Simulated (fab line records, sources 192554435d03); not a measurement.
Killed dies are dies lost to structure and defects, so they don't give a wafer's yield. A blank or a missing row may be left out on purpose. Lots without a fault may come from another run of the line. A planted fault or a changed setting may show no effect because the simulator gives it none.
Chamber matching | flow n5_finfet | N5_MOL_CONTACT_COAG_ETCH_124 on rie_diel-02: 4 sister chambers
The step etches SiNx in CH3F/O2, stops on SiOC, target depth 6.5 nm. 8 wafers are shown with their chamber, then 12 later ones without.

WAFERS WITH THEIR CHAMBER
wafer  | chamber | drypump_motor_current_A (A) | showerhead_plenum_p_Torr (Torr)
L085.3 | 3       | 5.9                         | 2.10
L085.4 | 1       | 6.1                         | 1.92
L087.5 | 1       | 6.2                         | 1.92
L088.3 | 2       | 5.7                         | 1.95
L088.6 | 0       | 5.2                         | 1.99
L090.2 | 2       | 5.7                         | 1.95
L090.4 | 0       | 5.2                         | 1.99
L090.6 | 3       | 5.9                         | 2.09

WAFERS WITHOUT THEIR CHAMBER
wafer  | drypump_motor_current_A (A) | showerhead_plenum_p_Torr (Torr)
L091.2 | 5.2                         | 1.99
L091.4 | 6.1                         | 1.92
L091.5 | 5.9                         | 2.09
L094.3 | 5.2                         | 1.99
L094.4 | 6.1                         | 1.92
L094.5 | 5.9                         | 2.09
L095.2 | 5.9                         | 2.09
L095.3 | 5.7                         | 1.95
L095.5 | 6.1                         | 1.92
L096.2 | 6.1                         | 1.92
L096.4 | 5.9                         | 2.09
L096.6 | 5.9                         | 2.09

WHICH CHAMBER EACH WENT THROUGH
wafer  | from the rows above | in truth
L091.2 | 0                   | 0
L091.4 | 1                   | 1
L091.5 | 3                   | 3
L094.3 | 0                   | 0
L094.4 | 1                   | 1
L094.5 | 3                   | 3
L095.2 | 3                   | 3
L095.3 | 2                   | 2
L095.5 | 1                   | 1
L096.2 | 1                   | 1
L096.4 | 3                   | 3
L096.6 | 3                   | 3
Placed correctly: 12 of 12. Can't be placed from these rows: 0. Placed wrongly: 0.
How it was worked out, from the rows above alone: a wafer's distance from a chamber is the root of the sum, over the readings, of the square of ((its reading less the chamber's mean) divided by the reading's scatter). The wafer belongs to the nearest chamber; if the next one is less than 2 further off, it can't be placed. A chamber's mean is the mean of its shown wafers. The scatter: the root of (the sum of the squares of (reading less its chamber's mean) over the shown wafers, divided by (wafers less chambers)).
